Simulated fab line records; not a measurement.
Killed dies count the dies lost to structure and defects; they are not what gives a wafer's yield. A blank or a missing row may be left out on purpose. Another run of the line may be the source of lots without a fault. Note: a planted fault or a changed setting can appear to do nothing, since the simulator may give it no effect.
fab line records + flow n5_finfet
[record]
- lots = 12
- wafers = 34
- last_day = 19
route steps=1938 shown WELL_APT@45 PMOS_HMC_CHANNEL_EPI@66 PASSIVATION@1936
lots that met no fault: from a run of the same line without faults
start_h: start of the lot's first displayed wafer, in hours after the record's first day + wait_h: time in hours since the lot's previous step + " the same as in the row above + L1.1+2: a row that stands for several wafers + - either no value or no given start + * or withheld: withheld + < > ~ a bound
route shown NAME@n: NAME is a module with steps in the file, n the number in the route of the first one + usual: mean/standard deviation taken from wafers without a fault + same: alike in all rows + chamber/n: place in a boat + sites: each site's reading + _std_site: their standard deviation + _edge_site: the outer-site mean with the inner-site mean subtracted + radius_mm: for every site, how far away it sits from the centre of the wafer + mask NAME#n: copy n + behind: the last tool/chamber to shape the wafer + hold: cause of the lot's hold/its duration in hours/its outcome + device: whichever transistor did not switch (one of n, p or np) + end of line: at the end of the route, the tests of the same wafers + for a step that has no rows: nothing shown but its recipe + killed: not the wafer's yield, but the dies lost to structure and defects at the first sort + map: shows each die of a wafer: x if killed, . if not, _ if none is there
set.NAME: the setting that was run; set.NAME@STEP: the one run at that earlier step + model.NAME: the simulator's own value behind a step, which no gauge read
a sample of lots followed through the steps of the route, with each step as a table and each wafer as a row
services: the hour from which a tool's chamber was out of use, counted from the record's first day as start_h (under 0 if before that day), plus the number of hours and why
[[steps]]
[step N5_WELL_APT_INSPECT_27]
[recipe]
- mode = adi
- inspect_instrument = macro
[usual]
- raw_defect_count = 1.9/1.3
| lot.wafer | tool              | chamber | start_h | wait_h | raw_defect_count |
|-----------|-------------------|---------|---------|--------|------------------|
| L862.2    | defect_inspect-01 | -       | 21.68   | 0.0    | 0                |
| L862.3    | "                 | -       | "       | "      | 0                |
| L862.5    | "                 | -       | "       | "      | 4                |
| L864.3    | defect_inspect-02 | -       | 32.89   | 0.0    | 1                |
| L864.5    | "                 | -       | "       | "      | 2                |
| L864.6    | "                 | -       | "       | "      | 1                |
| L865.1    | defect_inspect-01 | -       | 40.41   | 0.0    | 2                |
| L865.2    | "                 | -       | "       | "      | 1                |
| L865.3    | "                 | -       | "       | "      | 0                |
| L871.1    | defect_inspect-02 | -       | 74.82   | 0.0    | 1                |
| L871.6    | "                 | -       | "       | "      | 0                |
| L872.2    | defect_inspect-01 | -       | 80.88   | 0.0    | 3                |
| L872.6    | "                 | -       | "       | "      | 2                |
| L873.2    | defect_inspect-01 | -       | 86.88   | 0.0    | 1                |
| L873.3    | "                 | -       | "       | "      | 0                |
| L873.4    | "                 | -       | "       | "      | 3                |
| L876.2    | defect_inspect-02 | -       | 104.91  | 0.0    | 2                |
| L876.4    | "                 | -       | "       | "      | 3                |
| L876.5    | "                 | -       | "       | "      | 0                |
| L877.2    | defect_inspect-01 | -       | 110.75  | 0.0    | 1                |
| L877.3    | "                 | -       | "       | "      | 2                |
| L877.4    | "                 | -       | "       | "      | 4                |
| L879.4    | defect_inspect-02 | -       | 122.97  | 0.0    | 3                |
| L879.5    | "                 | -       | "       | "      | 3                |
| L879.6    | "                 | -       | "       | "      | 3                |
| L882.1    | defect_inspect-02 | -       | 140.93  | 0.0    | 1                |
| L882.4    | "                 | -       | "       | "      | 0                |
| L882.5    | "                 | -       | "       | "      | 1                |
| L883.3    | defect_inspect-01 | -       | 147.45  | 0.0    | 3                |
| L883.5    | "                 | -       | "       | "      | 3                |
| L883.6    | "                 | -       | "       | "      | 1                |
| L884.1    | defect_inspect-01 | -       | 153.17  | 0.0    | 1                |
| L884.5    | "                 | -       | "       | "      | 4                |
| L884.6    | "                 | -       | "       | "      | 0                |
[step N5_PMOS_HMC_CHANNEL_EPI_OVL_MEAS_10]
[recipe]
- points_per_wafer = 44
[usual]
- PMOS_HMC_BLK_OVL = 0.1/0.83
| lot.wafer | tool       | chamber | start_h | wait_h | PMOS_HMC_BLK_OVL[nm] |
|-----------|------------|---------|---------|--------|----------------------|
| L862.2    | overlay-02 | 0       | 23.82   | 0.0    | 0.9                  |
| L862.3    | "          | 0       | "       | "      | -0.3                 |
| L862.5    | "          | 0       | "       | "      | -0.2                 |
| L864.3    | overlay-01 | 0       | 34.91   | 0.0    | 0.7                  |
| L864.5    | "          | 0       | "       | "      | 0.2                  |
| L864.6    | "          | 0       | "       | "      | 1.7                  |
| L865.1    | overlay-02 | 0       | 43.72   | 0.0    | 1.1                  |
| L865.2    | "          | 0       | "       | "      | -0.8                 |
| L865.3    | "          | 0       | "       | "      | 0.5                  |
| L871.1    | overlay-01 | 0       | 77.21   | 0.0    | -0.4                 |
| L871.6    | "          | 0       | "       | "      | 0.3                  |
| L872.2    | overlay-01 | 0       | 83.18   | 0.0    | 0.4                  |
| L872.6    | "          | 0       | "       | "      | 1.2                  |
| L873.2    | overlay-01 | 0       | 89.17   | 0.0    | -0.2                 |
| L873.3    | "          | 0       | "       | "      | 1.8                  |
| L873.4    | "          | 0       | "       | "      | 0.9                  |
| L876.2    | overlay-01 | 0       | 107.30  | 0.0    | -0.7                 |
| L876.4    | "          | 0       | "       | "      | -0.1                 |
| L876.5    | "          | 0       | "       | "      | 1.2                  |
| L877.2    | overlay-01 | 0       | 112.91  | 0.0    | -0.2                 |
| L877.3    | "          | 0       | "       | "      | -0.2                 |
| L877.4    | "          | 0       | "       | "      | -0.5                 |
| L879.4    | overlay-02 | 0       | 125.14  | 0.0    | 0.2                  |
| L879.5    | "          | 0       | "       | "      | 0.4                  |
| L879.6    | "          | 0       | "       | "      | -0.6                 |
| L882.1    | overlay-01 | 0       | 142.98  | 0.0    | 0.7                  |
| L882.4    | "          | 0       | "       | "      | -0.6                 |
| L882.5    | "          | 0       | "       | "      | 0.8                  |
| L883.3    | overlay-02 | 0       | 149.95  | 0.0    | 1.2                  |
| L883.5    | "          | 0       | "       | "      | -0.4                 |
| L883.6    | "          | 0       | "       | "      | -0.6                 |
| L884.1    | overlay-01 | 0       | 155.34  | 0.0    | 1.6                  |
| L884.5    | "          | 0       | "       | "      | -0.1                 |
| L884.6    | "          | 0       | "       | "      | -0.6                 |
[step N5_PMOS_HMC_CHANNEL_EPI_ETCH_32]
[recipe]
- chemistry = N2/H2
- target = BARC
- stop_on = SiO2
- target_depth_a = 858
- over_etch_frac = 0.3
- time_s = 50.3
- ion_energy_ev = 200
- mask_material = CAR-ArF-block
- pressure_mtorr = 30
- source_w = 840
- bias_w = 150
- n2_flow_sccm = 200
- h2_flow_sccm = 200
[usual]
- bias_w = 150.0/0.45
- drypump_motor_current_A = 5.6/0.33
- oes_product_au = 0.66/0.054
- over_etch_frac = 0.3/0
- rf_vpp_V = 523.5/2.3
- showerhead_plenum_p_Torr = 2.53/0.08
- throttle_valve_pct = 18.10/0.2
| lot.wafer | tool        | chamber | start_h | wait_h | bias_w | drypump_motor_current_A | oes_product_au | over_etch_frac | rf_hours_counter_h | rf_vpp_V | showerhead_plenum_p_Torr | throttle_valve_pct |
|-----------|-------------|---------|---------|--------|--------|-------------------------|----------------|----------------|--------------------|----------|--------------------------|--------------------|
| L862.2    | rie_diel-03 | 1       | 23.91   | 0.0    | 149.8  | 5.9                     | 0.62           | 0.3            | 208                | 519.7    | 2.41                     | 18.30              |
| L862.3    | "           | 2       | "       | "      | 150.1  | 5.3                     | 0.68           | 0.3            | 96                 | 523.4    | 2.55                     | 17.97              |
| L862.5    | "           | 0       | "       | "      | 149.8  | 5.4                     | 0.67           | 0.3            | -                  | 524.7    | 2.56                     | 18.08              |
| L864.3    | rie_diel-01 | 1       | 35.49   | 0.0    | 150.5  | 6.1                     | 0.66           | 0.3            | 143                | 524.0    | 2.55                     | 18.17              |
| L864.5    | "           | 2       | "       | "      | 149.7  | 5.5                     | 0.66           | 0.3            | -                  | 527.7    | 2.67                     | 18.17              |
| L864.6    | "           | 3       | "       | "      | 150.3  | 6.5                     | 0.66           | 0.3            | -                  | 522.1    | 2.45                     | 18.00              |
| L865.1    | rie_diel-02 | 3       | 43.81   | 0.0    | 150.0  | 5.0                     | 0.60           | 0.3            | 234                | 520.1    | 2.40                     | 18.26              |
| L865.2    | "           | 0       | "       | "      | 150.4  | 5.8                     | 0.79           | 0.3            | 12                 | 522.0    | 2.51                     | 17.45              |
| L865.3    | "           | 1       | "       | "      | 149.5  | 5.6                     | 0.66           | 0.3            | 144                | 525.6    | 2.66                     | 18.12              |
| L871.1    | rie_diel-03 | 1       | 77.45   | 0.0    | 149.8  | 6.0                     | 0.56           | 0.55508        | 225                | 519.1    | 2.40                     | 18.31              |
| L871.6    | "           | 3       | "       | "      | 149.4  | 5.5                     | 0.66           | 0.3            | -                  | 523.9    | 2.53                     | 18.21              |
| L872.2    | rie_diel-03 | 2       | 83.27   | 0.0    | 150.4  | 5.4                     | 0.61           | 0.55508        | 113                | 524.4    | 2.54                     | 17.96              |
| L872.6    | "           | 1       | "       | "      | 149.4  | 5.9                     | 0.61           | 0.3            | -                  | 519.6    | 2.40                     | 18.32              |
| L873.2    | rie_diel-03 | 2       | 89.26   | 0.0    | 150.3  | 5.4                     | 0.60           | 0.55508        | 114                | 523.6    | 2.54                     | 17.98              |
| L873.3    | "           | 1       | "       | "      | 149.3  | 5.9                     | 0.60           | 0.3            | 228                | 520.2    | 2.40                     | 18.33              |
| L873.4    | "           | 0       | "       | "      | 149.7  | 5.4                     | 0.65           | 0.3            | 151                | 523.2    | 2.56                     | 18.09              |
| L876.2    | rie_diel-01 | 3       | 107.40  | 0.0    | 150.5  | 6.4                     | 0.64           | 0.3            | 160                | 521.8    | 2.44                     | 18.05              |
| L876.4    | "           | 2       | "       | "      | 150.1  | 5.5                     | 0.64           | 0.3            | 145                | 526.9    | 2.66                     | 18.20              |
| L876.5    | "           | 0       | "       | "      | 150.2  | 5.7                     | 0.63           | 0.3            | -                  | 524.0    | 2.55                     | 18.14              |
| L877.2    | rie_diel-01 | 1       | 113.00  | 0.0    | 149.4  | 6.1                     | 0.65           | 0.3            | 165                | 523.5    | 2.54                     | 18.22              |
| L877.3    | "           | 2       | "       | "      | 150.4  | 5.5                     | 0.64           | 0.3            | 147                | 527.2    | 2.66                     | 18.21              |
| L877.4    | "           | 0       | "       | "      | 150.9  | 5.7                     | 0.63           | 0.3            | 165                | 524.3    | 2.55                     | 18.16              |
| L879.4    | rie_diel-02 | 1       | 125.60  | 0.0    | 150.3  | 5.6                     | 0.64           | 0.3            | 170                | 527.2    | 2.65                     | 18.15              |
| L879.5    | "           | 0       | "       | "      | 150.5  | 5.8                     | 0.75           | 0.3            | -                  | 522.2    | 2.50                     | 17.51              |
| L879.6    | "           | 3       | "       | "      | 149.9  | 5.0                     | 0.85           | 0.3            | -                  | 529.6    | 2.71                     | 17.83              |
| L882.1    | rie_diel-02 | 2       | 143.07  | 0.0    | 150.2  | 5.7                     | 0.62           | 0.3            | 185                | 524.0    | 2.53                     | 18.19              |
| L882.4    | "           | 3       | "       | "      | 150.2  | 5.0                     | 0.83           | 0.3            | 8                  | 529.3    | 2.71                     | 17.83              |
| L882.5    | "           | 2       | "       | "      | 150.6  | 5.7                     | 0.62           | 0.3            | -                  | 524.4    | 2.53                     | 18.18              |
| L883.3    | rie_diel-02 | 1       | 150.16  | 0.0    | 149.8  | 5.6                     | 0.63           | 0.3            | 178                | 525.6    | 2.64                     | 18.15              |
| L883.5    | "           | 1       | "       | "      | 150.4  | 5.6                     | 0.63           | 0.3            | -                  | 527.4    | 2.64                     | 18.16              |
| L883.6    | "           | 2       | "       | "      | 148.9  | 5.6                     | 0.62           | 0.3            | -                  | 524.2    | 2.52                     | 18.19              |
| L884.1    | rie_diel-03 | 0       | 155.43  | 0.0    | 149.1  | 5.4                     | 0.64           | 0.3            | 171                | 524.0    | 2.55                     | 18.13              |
| L884.5    | "           | 2       | "       | "      | 149.8  | 5.3                     | 0.64           | 0.3            | -                  | 524.3    | 2.53                     | 18.02              |
| L884.6    | "           | 1       | "       | "      | 149.8  | 5.9                     | 0.60           | 0.3            | -                  | 519.2    | 2.40                     | 18.36              |
[step N5_PMOS_HMC_CHANNEL_EPI_ETCH_38]
[recipe]
- chemistry = CF4
- target = SiO2
- target_depth_a = 15
- ion_energy_ev = 350
- pressure_mtorr = 10
- icp_w = 800
- bias_w = 400
- cf4_flow_sccm = 80
[usual]
- bias_w = 400.1/1.2
- drypump_motor_current_A = 5.7/0.4
- oes_product_au = 0.995/0.019
- throttle_valve_pct = 21.62/0.17
| lot.wafer | tool      | chamber | start_h | wait_h | bias_w | drypump_motor_current_A | oes_product_au | rf_hours_counter_h | throttle_valve_pct |
|-----------|-----------|---------|---------|--------|--------|-------------------------|----------------|--------------------|--------------------|
| L862.2    | rie_si-03 | 2       | 24.31   | 0.0    | 399.9  | 6.7                     | 0.960          | 1                  | 21.76              |
| L862.3    | "         | 1       | "       | "      | 399.6  | 6.0                     | 0.991          | 192                | 21.57              |
| L862.5    | "         | 0       | "       | "      | 398.3  | 5.4                     | 1.011          | -                  | 21.95              |
| L864.3    | rie_si-03 | 1       | 35.89   | 0.0    | 399.1  | 6.0                     | 0.990          | 192                | 21.58              |
| L864.5    | "         | 0       | "       | "      | 399.5  | 5.5                     | 1.009          | -                  | 21.92              |
| L864.6    | "         | 1       | "       | "      | 397.2  | 6.0                     | 0.994          | -                  | 21.57              |
| L865.1    | rie_si-01 | 2       | 44.22   | 0.0    | 399.3  | 6.2                     | 1.007          | 138                | 21.85              |
| L865.2    | "         | 1       | "       | "      | 399.5  | 5.5                     | 1.003          | 1                  | 21.67              |
| L865.3    | "         | 0       | "       | "      | 399.5  | 5.7                     | 0.998          | 26                 | 21.77              |
| L871.1    | rie_si-05 | 3       | 77.85   | 0.0    | 400.8  | 5.3                     | 1.013          | 137                | 21.72              |
| L871.6    | "         | 1       | "       | "      | 399.0  | 5.4                     | 0.978          | -                  | 21.55              |
| L872.2    | rie_si-05 | 0       | 83.67   | 0.0    | 399.6  | 5.8                     | 0.991          | 155                | 21.65              |
| L872.6    | "         | 2       | "       | "      | 401.8  | 5.9                     | 0.987          | -                  | 21.33              |
| L873.2    | rie_si-03 | 0       | 89.66   | 0.0    | 399.8  | 5.5                     | 1.013          | 64                 | 21.93              |
| L873.3    | "         | 1       | "       | "      | 399.6  | 6.0                     | 0.994          | 193                | 21.58              |
| L873.4    | "         | 2       | "       | "      | 400.4  | 6.7                     | 0.975          | 3                  | 21.77              |
| L876.2    | rie_si-05 | 0       | 107.82  | 0.0    | 398.4  | 5.9                     | 0.988          | 156                | 21.66              |
| L876.4    | "         | 2       | "       | "      | 400.2  | 5.8                     | 0.980          | 74                 | 21.32              |
| L876.5    | "         | 3       | "       | "      | 400.7  | 5.3                     | 1.037          | -                  | 21.71              |
| L877.2    | rie_si-05 | 3       | 113.42  | 0.0    | 399.8  | 5.3                     | 1.028          | 137                | 21.75              |
| L877.3    | "         | 1       | "       | "      | 400.2  | 5.4                     | 0.988          | 132                | 21.53              |
| L877.4    | "         | 2       | "       | "      | 401.0  | 5.8                     | 0.977          | 74                 | 21.31              |
| L879.4    | rie_si-05 | 3       | 126.00  | 0.0    | 401.5  | 5.3                     | 1.020          | 138                | 21.72              |
| L879.5    | "         | 0       | "       | "      | 403.2  | 5.8                     | 0.983          | -                  | 21.66              |
| L879.6    | "         | 3       | "       | "      | 400.8  | 5.3                     | 1.022          | -                  | 21.73              |
| L882.1    | rie_si-03 | 2       | 143.48  | 0.0    | 400.7  | 6.7                     | 0.960          | 3                  | 21.77              |
| L882.4    | "         | 3       | "       | "      | 398.4  | 5.4                     | 0.984          | 181                | 21.60              |
| L882.5    | "         | 0       | "       | "      | 400.6  | 5.4                     | 1.014          | -                  | 21.94              |
| L883.3    | rie_si-05 | 2       | 150.58  | 0.0    | 400.1  | 5.9                     | 0.983          | 75                 | 21.33              |
| L883.5    | "         | 3       | "       | "      | 398.9  | 5.4                     | 1.033          | -                  | 21.72              |
| L883.6    | "         | 2       | "       | "      | 401.8  | 5.9                     | 0.976          | -                  | 21.34              |
| L884.1    | rie_si-05 | 1       | 155.83  | 0.0    | 398.9  | 5.4                     | 0.987          | 132                | 21.55              |
| L884.5    | "         | 2       | "       | "      | 400.2  | 5.8                     | 0.982          | -                  | 21.33              |
| L884.6    | "         | 3       | "       | "      | 401.9  | 5.3                     | 1.033          | -                  | 21.74              |
[step N5_PASSIVATION_PROBE_49]
[usual]
- killed_at_M0_to_M3 = 36/11
- killed_at_M4_up = 14/5.2
- killed_at_contacts = 12/6.1
- killed_at_front_end = 40/12
- killed_at_other = 3.2/2.5
- killed_dies = 105/16
- killed_open = 68/12
- killed_short = 35/8.7
[same]
- gross_dies = 1180
- killed_at_back_side = 0
| lot.wafer | tool      | chamber | start_h | wait_h | killed_at_M0_to_M3 | killed_at_M4_up | killed_at_contacts | killed_at_front_end | killed_at_other | killed_dies | killed_open | killed_short |
|-----------|-----------|---------|---------|--------|--------------------|-----------------|--------------------|---------------------|-----------------|-------------|-------------|--------------|
| L871.1    | prober-02 | -       | 362.48  | 0.0    | 26                 | 15              | 12                 | 35                  | 9               | 97          | 61          | 32           |
| L872.2    | prober-01 | -       | 362.97  | 0.1    | 23                 | 22              | 17                 | 45                  | 9               | 116         | 69          | 39           |
| L873.2    | prober-02 | -       | 370.11  | 0.1    | 34                 | 12              | 13                 | 31                  | 2               | 92          | 61          | 30           |
| L873.3    | prober-02 | -       | 370.16  | 0.1    | 26                 | 10              | 12                 | 34                  | 0               | 82          | 52          | 30           |
| L873.4    | prober-02 | -       | 370.21  | 0.2    | 59                 | 11              | 11                 | 35                  | 1               | 117         | 75          | 41           |
| L877.2    | prober-01 | -       | 412.03  | 0.1    | 22                 | 10              | 6                  | 35                  | 0               | 73          | 49          | 24           |
| L877.3    | prober-01 | -       | 412.08  | 0.1    | 18                 | 12              | 4                  | 32                  | 4               | 70          | 52          | 18           |
| L877.4    | prober-01 | -       | 412.13  | 0.2    | 36                 | 13              | 10                 | 32                  | 3               | 94          | 60          | 34           |
| L882.1    | prober-01 | -       | 453.25  | 0.0    | 50                 | 22              | 12                 | 34                  | 4               | 122         | 63          | 53           |
| L882.4    | prober-01 | -       | 453.40  | 0.2    | 55                 | 8               | 21                 | 28                  | 2               | 114         | 64          | 45           |
| L882.5    | prober-01 | -       | 453.45  | 0.2    | 36                 | 11              | 29                 | 26                  | 1               | 103         | 49          | 48           |
// killed by level:class
L871.1 FIN_SAQP:geometric_particle:short=9 BEOL_M2:geometric_particle:open=9 MOL_CONTACT_COAG:geometric_particle:open=8 FIN_SAQP:geometric_particle:open=7 BEOL_M5:geometric_particle:open=6 STARTING-WAFER:geometric_particle:short=5 BEOL_M0_SAQP:geometric_particle:short=5 PASS1_DEP:geometric_particle:open=5
L872.2 BEOL_M4:geometric_particle:open=13 MOL_CONTACT_COAG:geometric_particle:open=13 FIN_SAQP:geometric_particle:short=9 DUMMY_GATE:geometric_particle:open=6 BEOL_M3:geometric_particle:open=6 PAD_METAL:geometric_particle:short=5 MOL_CONTACT_COAG:geometric_particle:short=4 BEOL_M0_SAQP:geometric_particle:open=4
L873.2 BEOL_M3:geometric_particle:open=10 MOL_CONTACT_COAG:geometric_particle:open=9 FIN_SAQP:geometric_particle:open=8 BEOL_M0_SAQP:geometric_particle:short=8 STI_FIN_REVEAL:geometric_particle:open=7 BEOL_M2:geometric_particle:open=7 GATE_CUT:geometric_particle:open=5 MOL_CONTACT_COAG:geometric_particle:short=4
L873.3 MOL_CONTACT_COAG:geometric_particle:open=11 GATE_CUT:geometric_particle:short=9 STI_FIN_REVEAL:geometric_particle:open=7 BEOL_M2:geometric_particle:open=6 BEOL_M0_SAQP:geometric_particle:short=6 BEOL_M4:geometric_particle:open=6 BEOL_M0_SAQP:geometric_particle:open=5 BEOL_M3:geometric_particle:open=4
L873.4 BEOL_M0_SAQP:geometric_particle:short=19 BEOL_M2:geometric_particle:open=14 MOL_CONTACT_COAG:geometric_particle:open=10 BEOL_M0_SAQP:geometric_particle:open=10 FIN_SAQP:geometric_particle:open=8 STI_FIN_REVEAL:geometric_particle:open=8 BEOL_M3:geometric_particle:open=8 FIN_SAQP:geometric_particle:short=6
L877.2 FIN_SAQP:geometric_particle:short=13 FIN_SAQP:geometric_particle:open=7 BEOL_M0_SAQP:geometric_particle:open=7 STI_FIN_REVEAL:geometric_particle:open=6 MOL_CONTACT_COAG:geometric_particle:open=6 BEOL_M3:geometric_particle:open=6 STARTING-WAFER:geometric_particle:short=4 BEOL_M2:geometric_particle:open=3
L877.3 STI_FIN_REVEAL:geometric_particle:open=8 FIN_SAQP:geometric_particle:open=7 BEOL_M7:geometric_particle:open=5 DUMMY_GATE:geometric_particle:open=4 BEOL_M2:geometric_particle:open=4 BEOL_M3:geometric_particle:open=4 FIN_SAQP:geometric_particle:short=3 MOL_CONTACT_COAG:geometric_particle:open=3
L877.4 FIN_SAQP:geometric_particle:open=12 BEOL_M1:geometric_particle:open=8 MOL_CONTACT_COAG:geometric_particle:open=7 FIN_SAQP:geometric_particle:short=6 BEOL_M2:geometric_particle:open=6 BEOL_M3:geometric_particle:open=6 BEOL_M0_SAQP:geometric_particle:open=5 BEOL_M0_SAQP:geometric_particle:short=5
L882.1 BEOL_M0_SAQP:geometric_particle:short=15 BEOL_M0_SAQP:geometric_particle:open=11 BEOL_M1:geometric_particle:open=9 FIN_SAQP:geometric_particle:short=8 MOL_CONTACT_COAG:geometric_particle:open=8 BEOL_M1:geometric_particle:short=6 STARTING-WAFER:geometric_particle:short=6 BEOL_M5:geometric_particle:open=5
L882.4 MOL_CONTACT_COAG:geometric_particle:open=15 BEOL_M0_SAQP:geometric_particle:short=13 BEOL_M1:geometric_particle:open=11 BEOL_M0_SAQP:geometric_particle:open=10 BEOL_M1:geometric_particle:short=7 FIN_SAQP:geometric_particle:open=6 MOL_CONTACT_COAG:geometric_particle:short=5 DUMMY_GATE:geometric_particle:open=5
L882.5 MOL_CONTACT_COAG:geometric_particle:short=14 MOL_CONTACT_COAG:geometric_particle:open=14 BEOL_M1:geometric_particle:open=11 BEOL_M1:geometric_particle:short=10 FIN_SAQP:geometric_particle:short=9 BEOL_M4:geometric_particle:open=7 BEOL_M0_SAQP:geometric_particle:short=4 STARTING-WAFER:geometric_particle:short=4
[[services]]
| tool        | chamber | start_h | hours | kind                          |
|-------------|---------|---------|-------|-------------------------------|
| rie_diel-01 | -       | 17.80   | 4.0   | pm                            |
| rie_si-03   | 3       | 29.62   | 23.7  | repair                        |
| rie_si-03   | 1       | 30.78   | 2.8   | repair                        |
| rie_diel-03 | 3       | 40.81   | 3.0   | repair                        |
| rie_diel-01 | 1       | 60.30   | 3.8   | repair                        |
| rie_si-01   | -       | 68.66   | 2.8   | pm                            |
| rie_diel-03 | 2       | 73.79   | 3.4   | repair                        |
| rie_diel-02 | 2       | 88.89   | 6.0   | repair                        |
| rie_diel-03 | 0       | 96.09   | 2.1   | repair                        |
| rie_diel-02 | 3       | 99.93   | -     | clean                         |
| rie_diel-02 | 3       | 99.93   | -     | consumable_replace:focus_ring |
| rie_diel-02 | 3       | 99.93   | -     | consumable_replace:showerhead |
| rie_diel-02 | 3       | 99.93   | 17.9  | scheduled_down                |
| rie_diel-02 | 3       | 99.93   | 17.9  | vent_cycle                    |
| rie_diel-03 | 1       | 123.37  | 2.8   | repair                        |
| rie_diel-01 | 1       | 129.06  | 5.2   | repair                        |
| rie_si-01   | 0       | 142.39  | 6.1   | repair                        |
| rie_si-03   | 1       | 145.28  | -     | clean                         |
| rie_si-03   | 1       | 145.28  | 25.2  | scheduled_down                |
| rie_si-03   | 1       | 145.28  | 25.2  | vent_cycle                    |
| rie_si-03   | 3       | 147.09  | 4.6   | repair                        |
| rie_diel-01 | 1       | 149.61  | 2.3   | repair                        |
| rie_diel-01 | 2       | 150.61  | 2.8   | repair                        |
[[key]]
[first_sign]
- step = N5_PMOS_HMC_CHANNEL_EPI_ETCH_32
- reading = over_etch_frac
- direction = up
- sigmas = 99+
- usual = 0.3
- struck = 0.55508
effect none on later readings
met_at N5_PMOS_HMC_CHANNEL_EPI_ETCH_32
struck_lots L871,L872,L873
struck_wafers L871.1,L872.2,L873.2
tester_left_out L871,L872,L873
not_acting_at N5_WELL_APT_INSPECT_27,N5_PMOS_HMC_CHANNEL_EPI_OVL_MEAS_10,N5_PMOS_HMC_CHANNEL_EPI_ETCH_38
onset_between 23.91 77.45
[fault]
- kind = process_parameter_drift
- tool = rie_diel-03
- chamber = -
- onset_h = 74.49
- steps = N5_PMOS_HMC_CHANNEL_EPI_ETCH_32
- channel = over_etch_frac
- offset = 0.25508
- shape = step
- end_h = 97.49
- scope = struck_wafers_only
- acts_in = these_recipes_only
- stated = 0.3
// tester_left_out: of these lots the tester's yield and bins aren't shown, on N5 and GAA mostly nor the transistor test; their killed dies are dies lost to structure and defects alone, not to doping, threshold or leakage, so they don't give the yield
